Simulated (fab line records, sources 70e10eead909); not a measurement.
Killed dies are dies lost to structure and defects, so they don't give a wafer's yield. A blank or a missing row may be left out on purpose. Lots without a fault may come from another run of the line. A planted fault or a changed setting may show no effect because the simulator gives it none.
fab line records | flow nand_harc
record lots=12 wafers=36 last_day=24
route steps=1159 shown A_ONON_D1@431 A_CHANNEL_HOLE_D1@450 END@1159
lots that met no fault: from a run of the same line without faults
start_h: hours from the record's first day to the start of the lot's first wafer shown | wait_h: hours since the lot's step before | " the same as in the row above | L1.1+2: a row that stands for several wafers | - no value, or no start given | * or withheld: withheld | < > ~ a bound
route shown NAME@n: a module of which the file shows steps, and the number in the route of the first | usual: mean/standard deviation of fault-free wafers | same: alike in all rows | chamber/n: place in a boat | sites: the reading at each site | _std_site: their standard deviation | _edge_site: outer sites' mean less inner sites' | radius_mm: how far each site lies from the wafer's centre | mask NAME#n: copy n | behind: the tool/chamber that last shaped the wafer | hold: why the lot was held/for how many hours/how that ended | device: the transistor (n, p or np) that didn't switch | end of line: the same wafers' tests at the end of the route | a step without rows: its recipe alone | killed: dies lost to structure and defects at the first sort, not the wafer's yield | map: a wafer's dies, x killed, . not, _ none there
set.NAME: the setting as run; set.NAME@STEP: as run at that earlier step | model.NAME: the simulator's own value behind a step, which no gauge read
steps of the route over a sample of lots; a table a step, a row a wafer
services: from which hour (start_h, from the record's first day; less than 0 if before it) a tool's chamber was out of use, for how many hours, and why
## steps
# step NHARC_A_ONON_D1_THK_MEAS_11
# recipe thk_meas_gauge=ellipsometry
# usual thk_nm=1001/11
# columns lot.wafer tool chamber start_h wait_h thk_nm
L847.3 film_metro-02 - 176.32 - 1007
L847.4 " - " " 1009
L847.5 " - " " 1007
L850.1 film_metro-02 - 183.30 - 989
L850.4 " - " " 990
L850.5 " - " " 990
L851.1 film_metro-01 - 196.16 - 996
L851.3 " - " " 997
L851.4 " - " " 998
L854.1 film_metro-02 - 212.97 - 1009
L854.2 " - " " 1012
L854.4 " - " " 1011
L855.4 film_metro-02 - 218.09 - 1002
L855.5 " - " " 1003
L855.6 " - " " 1001
L856.1 film_metro-01 - 218.09 - 1016
L856.4 " - " " 1017
L856.5 " - " " 1016
L859.1 film_metro-01 - 236.11 - 997
L859.3 " - " " 997
L859.5 " - " " 997
L857.1 film_metro-02 - 236.13 - 1013
L857.3 " - " " 1014
L857.5 " - " " 1012
L858.1 film_metro-01 - 236.16 - 1020
L858.5 " - " " 1017
L858.6 " - " " 1018
L861.1 film_metro-01 - 260.15 - 997
L861.3 " - " " 997
L861.6 " - " " 995
L864.2 film_metro-01 - 268.26 - 999
L864.3 " - " " 998
L864.6 " - " " 999
L867.1 film_metro-02 - 288.68 - 990
L867.2 " - " " 990
L867.3 " - " " 990
# step NHARC_A_CHANNEL_HOLE_D1_DEP_00
# recipe target_thk_a=31000 temp_c=400 material=aC
# usual throttle_valve_pct=35.000/0.0084
# columns lot.wafer tool chamber start_h wait_h throttle_valve_pct
L847.3 acl_dep-03 0 188.16 1.5 34.985
L847.4 " 0 " " 35.005
L847.5 " 0 " " 35.002
L850.1 acl_dep-03 0 195.49 1.7 35.003
L850.4 " 0 " " 34.999
L850.5 " 0 " " 34.994
L851.1 acl_dep-03 0 208.36 0.6 35.008
L851.3 " 0 " " 35.008
L851.4 " 0 " " 35.023
L854.1 acl_dep-02 0 225.72 2.3 34.988
L854.2 " 0 " " 34.995
L854.4 " 0 " " 35.004
L856.1 acl_dep-01 0 231.22 2.3 34.994
L856.4 " 0 " " 35.008
L856.5 " 0 " " 34.981
L855.4 acl_dep-02 0 232.03 3.1 35.005
L855.5 " 0 " " 35.006
L855.6 " 0 " " 35.002
L859.1 acl_dep-03 0 246.61 0.1 35.008
L859.3 " 0 " " 34.991
L859.5 " 0 " " 34.996
L857.1 acl_dep-01 0 246.89 0.1 35.004
L857.3 " 0 " " 35.005
L857.5 " 0 " " 34.998
L858.1 acl_dep-02 0 248.30 1.2 34.998
L858.5 " 0 249.59 2.5 35.000
L858.6 " 0 " " 35.001
L861.1 acl_dep-02 0 271.52 0.8 34.998
L861.3 " 0 " " 35.014
L861.6 " 0 " " 35.004
L864.2 acl_dep-03 0 279.25 0.4 35.004
L864.3 " 0 " " 34.993
L864.6 " 0 " " 35.002
L867.1 acl_dep-03 0 300.97 1.6 35.006
L867.2 " 0 " " 34.991
L867.3 " 0 " " 35.006
# step NHARC_A_CHANNEL_HOLE_D1_OVL_MEAS_11
# usual overlay_x_nm=-0.2/0.83 overlay_y_nm=0.0/0.74
# columns lot.wafer tool chamber start_h wait_h overlay_x_nm overlay_y_nm
L847.3 overlay-01 - 190.27 - 0.2 -0.1
L847.4 " - " " 0.0 0.5
L847.5 " - " " 0.5 0.0
L850.1 overlay-01 - 198.19 - -1.2 -0.8
L850.4 " - " " -1.3 -0.7
L850.5 " - " " -1.3 -0.5
L851.1 overlay-01 - 211.17 - -1.2 -0.7
L851.3 " - " " -1.7 -0.9
L851.4 " - " " -1.4 -0.7
L854.1 overlay-02 - 228.70 - 0.0 0.7
L854.2 " - " " -0.5 1.0
L854.4 " - " " -0.6 0.5
L855.4 overlay-02 - 233.67 - -1.0 1.8
L855.5 " - " " -1.3 1.5
L855.6 " - " " -1.2 1.7
L856.1 overlay-01 - 233.95 - 0.0 -0.1
L856.4 " - " " 0.3 -0.7
L856.5 " - " " 0.0 -1.5
L859.1 overlay-01 - 249.36 - -0.7 0.8
L859.3 " - " " -0.2 1.4
L859.5 " - " " -0.8 1.0
L857.1 overlay-02 - 249.63 - 1.1 -0.1
L857.3 " - " " 1.2 0.0
L857.5 " - " " 0.7 -0.1
L858.1 overlay-02 - 251.31 - -0.2 -0.6
L858.5 " - " " -0.1 -0.9
L858.6 " - " " 0.0 -0.9
L861.1 overlay-01 - 274.22 - -2.2 -0.8
L861.3 " - " " -1.8 -0.6
L861.6 " - " " -1.6 -0.3
L864.2 overlay-01 - 281.78 - 0.0 -0.4
L864.3 " - " " -0.3 0.9
L864.6 " - " " 0.0 0.7
L867.1 overlay-02 - 303.75 - -1.1 0.0
L867.2 " - " " -1.2 0.2
L867.3 " - " " -0.7 -0.2
# step NHARC_A_CHANNEL_HOLE_D1_INSPECT_12
# usual raw_defect_count=6.0/2.8
# columns lot.wafer tool chamber start_h wait_h raw_defect_count
L847.3 defect_inspect-01 - 190.31 0.0 6
L847.4 " - " " 4
L847.5 " - " " 5
L850.1 defect_inspect-02 - 198.23 0.0 4
L850.4 " - " " 5
L850.5 " - " " 4
L851.1 defect_inspect-01 - 211.20 0.0 20
L851.3 " - " " 3
L851.4 " - " " 8
L854.1 defect_inspect-02 - 228.73 0.0 4
L854.2 " - " " 10
L854.4 " - " " 6
L855.4 defect_inspect-01 - 233.71 0.0 10
L855.5 " - " " 10
L855.6 " - " " 6
L856.1 defect_inspect-01 - 233.99 0.0 3
L856.4 " - " " 5
L856.5 " - " " 5
L859.1 defect_inspect-01 - 249.40 0.0 11
L859.3 " - " " 6
L859.5 " - " " 11
L857.1 defect_inspect-02 - 249.67 0.0 7
L857.3 " - " " 10
L857.5 " - " " 1
L858.1 defect_inspect-02 - 251.34 0.0 1420
L858.5 " - " " 1390
L858.6 " - " " 1467
L861.1 defect_inspect-01 - 274.25 0.0 1447
L861.3 " - " " 1490
L861.6 " - " " 1464
L864.2 defect_inspect-02 - 281.82 0.0 5
L864.3 " - " " 8
L864.6 " - " " 8
L867.1 defect_inspect-01 - 303.78 0.0 5
L867.2 " - " " 5
L867.3 " - " " 9
# step NHARC_A_CHANNEL_HOLE_D1_ETCH_23
# recipe bias_v=5000 source_w=withheld pressure_mtorr=20 time_s=819 ar_flow_sccm=375 c4f8_flow_sccm=89.3 o2_flow_sccm=35.7 temp_c=-20 target_depth_a=16000 chemistry=C4F8/O2/Ar
# usual drypump_motor_current_A=5.8/0.52 showerhead_plenum_p_Torr=3.75/0.072 throttle_valve_pct=32.155/0.0095
# columns lot.wafer tool chamber start_h wait_h drypump_motor_current_A rf_hours_counter_h showerhead_plenum_p_Torr throttle_valve_pct
L847.3 har_etch-02 1 193.66 0.5 5.2 - 3.65 32.162
L847.4 " 0 " " 5.8 - 3.77 32.140
L847.5 " 0 " " 5.9 - 3.77 32.150
L850.1 har_etch-02 0 201.04 0.5 5.9 111 3.77 32.156
L850.4 " 0 " " 5.8 - 3.77 32.191
L850.5 " 1 " " 5.2 - 3.65 32.128
L851.1 har_etch-01 1 213.98 0.5 6.6 210 3.81 32.179
L851.3 " 0 " " 5.5 - 3.81 32.144
L851.4 " 1 " " 6.6 - 3.81 32.164
L854.1 har_etch-01 1 231.40 0.5 6.6 217 3.81 32.150
L854.2 " 0 " " 5.5 217 3.81 32.179
L854.4 " 0 " " 5.5 - 3.81 32.147
L855.4 har_etch-01 0 236.62 0.5 5.5 - 3.81 32.158
L855.6 " 0 " " 5.5 - 3.81 32.154
L855.5 " 1 " " 6.6 - 3.81 32.140
L856.1 har_etch-02 1 237.07 0.5 5.2 127 3.64 32.146
L856.4 " 0 " " 5.8 - 3.76 32.150
L856.5 " 0 " " 5.9 - 3.76 32.171
L859.1 har_etch-01 1 252.19 0.5 6.6 228 3.80 32.147
L859.3 " 1 " " 6.6 - 3.80 32.144
L859.5 " 0 " " 5.5 - 3.80 32.160
L857.1 har_etch-02 1 252.35 0.5 5.2 134 3.64 32.160
L857.3 " 0 " " 5.8 - 3.76 32.147
L857.5 " 0 " " 5.8 - 3.76 32.144
L858.1 har_etch-01 0 256.36 0.5 5.5 232 3.80 32.142
L858.5 " 1 " " 6.6 - 3.80 32.164
L858.6 " 0 " " 5.5 - 3.80 32.150
L861.1 har_etch-02 1 276.93 0.5 5.2 141 3.63 32.147
L861.3 " 1 " " 5.2 - 3.63 32.170
L861.6 " 0 " " 5.8 - 3.75 32.164
L864.2 har_etch-02 0 285.40 0.5 5.8 149 3.75 32.154
L864.3 " 0 " " 5.8 - 3.75 32.169
L864.6 " 1 " " 5.2 - 3.63 32.155
L867.2 har_etch-02 0 308.89 0.5 5.8 161 3.74 32.155
L867.1 " 1 " " 5.2 161 3.62 32.154
L867.3 " 0 " " 5.8 - 3.74 32.173
# step NHARC_A_CHANNEL_HOLE_D1_INSPECT_40
# usual raw_defect_count=62/20
# columns lot.wafer tool chamber start_h wait_h raw_defect_count
L847.3 defect_inspect-01 - 197.67 - 56
L847.4 " - " " 59
L847.5 " - " " 34
L850.1 defect_inspect-01 - 205.19 - 75
L850.4 " - " " 73
L850.5 " - " " 68
L851.1 defect_inspect-01 - 218.11 - 68
L851.3 " - " " 80
L851.4 " - " " 95
L854.1 defect_inspect-02 - 235.67 - 56
L854.2 " - " " 60
L854.4 " - " " 92
L855.4 defect_inspect-02 - 240.68 - 55
L855.5 " - " " 54
L855.6 " - " " 52
L856.1 defect_inspect-02 - 241.23 - 26
L856.4 " - " " 91
L856.5 " - " " 31
L859.1 defect_inspect-01 - 256.35 - 59
L859.3 " - " " 70
L859.5 " - " " 69
L857.1 defect_inspect-01 - 256.64 - 56
L857.3 " - " " 59
L857.5 " - " " 57
L858.1 defect_inspect-02 - 260.53 - 1510
L858.5 " - " " 1456
L858.6 " - " " 1505
L861.1 defect_inspect-01 - 281.22 - 1486
L861.3 " - " " 1513
L861.6 " - " " 1470
L864.2 defect_inspect-02 - 289.57 - 103
L864.3 " - " " 72
L864.6 " - " " 60
L867.1 defect_inspect-01 - 313.18 - 51
L867.2 " - " " 65
L867.3 " - " " 42
# step NHARC_END_SORT_01
# recipe temp_c=25
# usual killed_at_array=28/11 killed_at_other=0.8/1.1 killed_at_periphery=3.3/2.8 killed_dies=32/11 killed_open=3.3/1.9 killed_short=1.9/1.4
# same gross_dies=677
# columns lot.wafer tool chamber start_h wait_h killed_at_array killed_at_other killed_at_periphery killed_dies killed_open killed_short
L858.1 prober-01 0 518.07 2.6 142 0 1 143 1 3
L858.5 prober-01 0 521.28 3.7 119 0 9 128 3 3
L858.6 prober-01 0 522.09 4.0 148 0 5 153 1 3
L861.1 prober-01 0 553.10 2.5 120 0 1 121 0 1
L861.3 prober-01 0 554.73 3.1 120 0 1 121 3 1
L861.6 prober-01 0 557.17 4.1 124 0 1 125 1 1
# killed by level:class
L858.1 A_CHANNEL_HOLE_D1:unspecified=107 A_CHANNEL_HOLE_D1:chamber_film_flake=21 A_SLIT:chamber_film_flake=11 P_M1:geometric_particle:open=1 A_ONON_D1:geometric_particle:short=1 A_CHANNEL_HOLE_D1:geometric_particle:short=1 A_WL_FILL:geometric_particle:short=1
L858.5 A_CHANNEL_HOLE_D1:unspecified=102 P_ZERO_WELL:chamber_film_flake=5 A_SLIT:chamber_film_flake=5 A_CHANNEL_HOLE_D1:chamber_film_flake=4 A_STAIRCASE:chamber_film_flake=3 A_CONTACT:geometric_particle:open=2 P_STI:chamber_film_flake=2 P_M0:geometric_particle:open=1
L858.6 A_CHANNEL_HOLE_D1:unspecified=113 A_CHANNEL_HOLE_D1:chamber_film_flake=15 A_SLIT:chamber_film_flake=10 A_STAIRCASE:chamber_film_flake=4 P_M1:chamber_film_flake=3 A_CHANNEL_FILL_D1:chamber_film_flake=2 A_WL_FILL:geometric_particle:short=1 A_CONTACT:geometric_particle:open=1
L861.1 A_CHANNEL_HOLE_D1:unspecified=104 A_CONTACT:chamber_film_flake=14 A_ONON_D1:geometric_particle:short=1 P_STI:chamber_film_flake=1 A_CHANNEL_HOLE_D1:chamber_film_flake=1
L861.3 A_CHANNEL_HOLE_D1:unspecified=112 A_CHANNEL_HOLE_D1:chamber_film_flake=3 A_CONTACT:chamber_film_flake=2 P_CONTACT:geometric_particle:open=1 A_CHANNEL_FILL_D1:geometric_particle:open=1 A_WL_FILL:geometric_particle:short=1 A_CONTACT:geometric_particle:open=1
L861.6 A_CHANNEL_HOLE_D1:unspecified=111 A_CHANNEL_HOLE_D1:chamber_film_flake=6 A_WL_FILL:chamber_film_flake=2 A_CONTACT:chamber_film_flake=2 A_WL_FILL:geometric_particle:short=1 A_CONTACT:geometric_particle:open=1 P_STI:chamber_film_flake=1 A_STAIRCASE:chamber_film_flake=1
## services
# columns tool chamber start_h hours kind
acl_dep-02 - 168.56 13.0 pm
acl_dep-03 - 223.94 13.0 pm
acl_dep-01 - 250.04 3.7 repair
acl_dep-01 - 293.70 13.0 pm
har_etch-01 - 307.25 17.0 pm
har_etch-01 0 307.25 17.0 vent_cycle
har_etch-01 1 307.25 17.0 vent_cycle
## key
first_sign step=NHARC_A_CHANNEL_HOLE_D1_INSPECT_12 reading=raw_defect_count direction=up sigmas=99+ usual=6.0 struck=1446.3
effect step=NHARC_A_CHANNEL_HOLE_D1_INSPECT_40 reading=raw_defect_count direction=up sigmas=73 usual=62 struck=1490
effect step=NHARC_END_SORT_01 reading=killed_at_array direction=up sigmas=9.2 usual=28 struck=129
more_kills_born_at NHARC_A_CHANNEL_HOLE_D1_DEP_00@acl_dep-02=649
met_at NHARC_A_CHANNEL_HOLE_D1_DEP_00
struck_lots L858,L861
tester_left_out L858,L861
not_acting_at NHARC_A_ONON_D1_THK_MEAS_11,NHARC_A_CHANNEL_HOLE_D1_OVL_MEAS_11,NHARC_A_CHANNEL_HOLE_D1_ETCH_23
onset_between 232.03 248.30
fault kind=chamber_particle_source tool=acl_dep-02 chamber=- onset_h=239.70 steps=NHARC_A_CHANNEL_HOLE_D1_DEP_00 rate_per_visit_cm2=2.2469 end_h=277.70
# tester_left_out: of these lots the tester's yield and bins aren't shown, on N5 and GAA mostly nor the transistor test; their killed dies are dies lost to structure and defects alone, not to doping, threshold or leakage, so they don't give the yield
